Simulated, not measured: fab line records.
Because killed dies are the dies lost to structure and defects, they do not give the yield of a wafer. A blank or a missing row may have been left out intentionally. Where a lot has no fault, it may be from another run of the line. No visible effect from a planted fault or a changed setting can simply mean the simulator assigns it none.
Split-lot experiment || flow n5_finfet || route with 1938 steps; 7 lots, 21 wafers read

## ABOUT THE SPLIT
At N5_MOL_CONTACT_COAG_COAT_76 (time 60 s, resist thk 10 nm), the setting spin_rpm was moved away from the recipe's 1500 rpm on 5 of the 21 wafers read, by -8.8% to +4.5%. The other wafers ran this setting at the recipe's value.

## FROM THE SPLIT TO THE READING: what the file shows between them, 6 steps
- N5_MOL_CONTACT_COAG_EXPOSE_81: exposes mask VG, defocus 0 nm (also split here: dose_mj)
- N5_MOL_CONTACT_COAG_PEB_82: peb time 60 s
- N5_MOL_CONTACT_COAG_DEVELOP_83: develop time 30 s
- N5_MOL_CONTACT_COAG_CD_MEAS_84: target cd 25.1 nm
- N5_MOL_CONTACT_COAG_DESCUM_88: chemistry O2, time 7 s
- N5_MOL_CONTACT_COAG_ETCH_89: etches underlayer in N2/H2, target depth 13 nm, time 10.4 s

## THE READING
etch.depth_nm (the simulator's own value, which no gauge read), in nm, at N5_MOL_CONTACT_COAG_ETCH_90 (etches SiARC in CF4, target depth 13 nm, time 21.7 s). The file gives no usual value for it. The 16 wafers here that ran the recipe average 9.992 nm, standard deviation 0.028 nm.

{"wafer": "L074.1", "tool, chamber at the split": "litho_track-02, 0", "spin_rpm as run, rpm": 1500, "against the recipe": "recipe", "etch.depth_nm, nm": 10.01, "against lot-mates on the recipe": "-"}
{"wafer": "L074.3", "tool, chamber at the split": "litho_track-02, 0", "spin_rpm as run, rpm": 1500, "against the recipe": "recipe", "etch.depth_nm, nm": 10.03, "against lot-mates on the recipe": "-"}
{"wafer": "L074.5", "tool, chamber at the split": "litho_track-02, 0", "spin_rpm as run, rpm": 1500, "against the recipe": "recipe", "etch.depth_nm, nm": 10.02, "against lot-mates on the recipe": "-"}
{"wafer": "L078.3", "tool, chamber at the split": "litho_track-04, 0", "spin_rpm as run, rpm": 1500, "against the recipe": "recipe", "etch.depth_nm, nm": 9.945, "against lot-mates on the recipe": "-"}
{"wafer": "L078.5", "tool, chamber at the split": "litho_track-04, 0", "spin_rpm as run, rpm": 1500, "against the recipe": "recipe", "etch.depth_nm, nm": 9.945, "against lot-mates on the recipe": "-"}
{"wafer": "L078.4", "tool, chamber at the split": "litho_track-04, 0", "spin_rpm as run, rpm": 1500, "against the recipe": "recipe", "etch.depth_nm, nm": 9.948, "against lot-mates on the recipe": "-"}
{"wafer": "L079.1", "tool, chamber at the split": "litho_track-04, 0", "spin_rpm as run, rpm": 1500, "against the recipe": "recipe", "etch.depth_nm, nm": 9.975, "against lot-mates on the recipe": "-"}
{"wafer": "L079.4", "tool, chamber at the split": "litho_track-04, 0", "spin_rpm as run, rpm": 1500, "against the recipe": "recipe", "etch.depth_nm, nm": 9.997, "against lot-mates on the recipe": "-"}
{"wafer": "L079.5", "tool, chamber at the split": "litho_track-04, 0", "spin_rpm as run, rpm": 1500, "against the recipe": "recipe", "etch.depth_nm, nm": 9.973, "against lot-mates on the recipe": "-"}
{"wafer": "L086.3", "tool, chamber at the split": "litho_track-01, 0", "spin_rpm as run, rpm": 1500, "against the recipe": "recipe", "etch.depth_nm, nm": 10, "against lot-mates on the recipe": "-"}
{"wafer": "L086.4", "tool, chamber at the split": "litho_track-01, 0", "spin_rpm as run, rpm": 1500, "against the recipe": "recipe", "etch.depth_nm, nm": 10.01, "against lot-mates on the recipe": "-"}
{"wafer": "L086.6", "tool, chamber at the split": "litho_track-01, 0", "spin_rpm as run, rpm": 1500, "against the recipe": "recipe", "etch.depth_nm, nm": 10.01, "against lot-mates on the recipe": "-"}
{"wafer": "L090.1", "tool, chamber at the split": "litho_track-04, 0", "spin_rpm as run, rpm": 1368, "against the recipe": "-8.8%", "etch.depth_nm, nm": 10.5, "against lot-mates on the recipe": "+0.516"}
{"wafer": "L090.5", "tool, chamber at the split": "litho_track-04, 0", "spin_rpm as run, rpm": 1368, "against the recipe": "-8.8%", "etch.depth_nm, nm": 10.48, "against lot-mates on the recipe": "+0.496"}
{"wafer": "L090.6", "tool, chamber at the split": "litho_track-04, 0", "spin_rpm as run, rpm": 1500, "against the recipe": "recipe", "etch.depth_nm, nm": 9.984, "against lot-mates on the recipe": "-"}
{"wafer": "L091.1", "tool, chamber at the split": "litho_track-04, 0", "spin_rpm as run, rpm": 1500, "against the recipe": "recipe", "etch.depth_nm, nm": 10.03, "against lot-mates on the recipe": "-"}
{"wafer": "L091.3", "tool, chamber at the split": "litho_track-04, 0", "spin_rpm as run, rpm": 1567, "against the recipe": "+4.5%", "etch.depth_nm, nm": 9.794, "against lot-mates on the recipe": -0.236}
{"wafer": "L091.5", "tool, chamber at the split": "litho_track-04, 0", "spin_rpm as run, rpm": 1567, "against the recipe": "+4.5%", "etch.depth_nm, nm": 9.81, "against lot-mates on the recipe": -0.220}
{"wafer": "L094.1", "tool, chamber at the split": "litho_track-04, 0", "spin_rpm as run, rpm": 1426, "against the recipe": "-4.9%", "etch.depth_nm, nm": 10.28, "against lot-mates on the recipe": "+0.286"}
{"wafer": "L094.3", "tool, chamber at the split": "litho_track-04, 0", "spin_rpm as run, rpm": 1500, "against the recipe": "recipe", "etch.depth_nm, nm": 10.01, "against lot-mates on the recipe": "-"}
{"wafer": "L094.6", "tool, chamber at the split": "litho_track-04, 0", "spin_rpm as run, rpm": 1500, "against the recipe": "recipe", "etch.depth_nm, nm": 9.979, "against lot-mates on the recipe": "-"}

FIT RESULTS
A straight line over all 21 wafers: etch.depth_nm changes by -0.0537 nm for each +1% of spin_rpm; r = -0.99; the points scatter about the line by 0.031 nm.
The same after taking each lot's own level away (the mean of its wafers on the recipe; 21 wafers): -0.0561 nm for each +1%; r = -1.00; scatter 0.012 nm.
Per that fit: largest spin_rpm move, reading shift of 0.49 nm.
Measured against the standard deviation above, the lots' own levels, which go from 9.9460 to 10.0300 nm, span 3.0 times it.
Hence the lot-to-lot level has little effect on the slope; both slopes agree.
Check: +0.487 nm against its lot-mates is what the line predicts for one of the wafers moved furthest among these (-8.8%) when that wafer is left out of the fit. Against them it came out at +0.516 nm.

## OTHER SPLITS APPLIED TO THESE WAFERS
Other splits were also applied to these wafers ahead of the reading. Each is held against what the fit with the lots' levels taken away leaves over:
{"other split on the same wafers": "N5_DUMMY_GATE_ETCH_31 target_depth_a", "wafers away from the commonest value": 9, "r with etch.depth_nm (lot level and that fit taken away)": -0.09}
{"other split on the same wafers": "N5_SD_EPI_P_PEB_07 peb_time_s", "wafers away from the commonest value": 7, "r with etch.depth_nm (lot level and that fit taken away)": "+0.60"}
{"other split on the same wafers": "N5_SD_EPI_P_DEVELOP_08 develop_time_s", "wafers away from the commonest value": 8, "r with etch.depth_nm (lot level and that fit taken away)": -0.29}
{"other split on the same wafers": "N5_HKMG_FIN_ETCH_55 bias_w", "wafers away from the commonest value": 5, "r with etch.depth_nm (lot level and that fit taken away)": "+0.27"}
{"other split on the same wafers": "N5_HKMG_FIN_COAT_30 spin_rpm", "wafers away from the commonest value": 6, "r with etch.depth_nm (lot level and that fit taken away)": -0.15}
{"other split on the same wafers": "N5_GATE_CUT_CUT_ETCH_53 icp_w", "wafers away from the commonest value": 8, "r with etch.depth_nm (lot level and that fit taken away)": "+0.10"}
{"other split on the same wafers": "N5_MOL_CONTACT_COAG_EXPOSE_81 dose_mj", "wafers away from the commonest value": 6, "r with etch.depth_nm (lot level and that fit taken away)": "+0.07"}

## THE WHOLE CHAIN: every reading that the file lists as answering this split, in the file's order
{"step": "N5_MOL_CONTACT_COAG_COAT_76", "what it does": "time 60 s, resist thk 10 nm", "reading": "SiARC_of_MOL_CONTACT_COAG_COAT_76.thk_nm (the simulator's own value, which no gauge read)", "change (the file's fit)": "-0.0516 nm for each +1% of the setting", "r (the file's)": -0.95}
{"step": "N5_MOL_CONTACT_COAG_ETCH_90", "what it does": "etches SiARC in CF4, target depth 13 nm, time 21.7 s", "reading": "etch.depth_nm (the simulator's own value, which no gauge read)", "change (the file's fit)": "-0.0564 nm for each +1% of the setting", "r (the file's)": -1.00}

## THE FILE'S OWN FIT
etch.depth_nm changes by -0.0564 nm for each +1% of spin_rpm, r = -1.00.
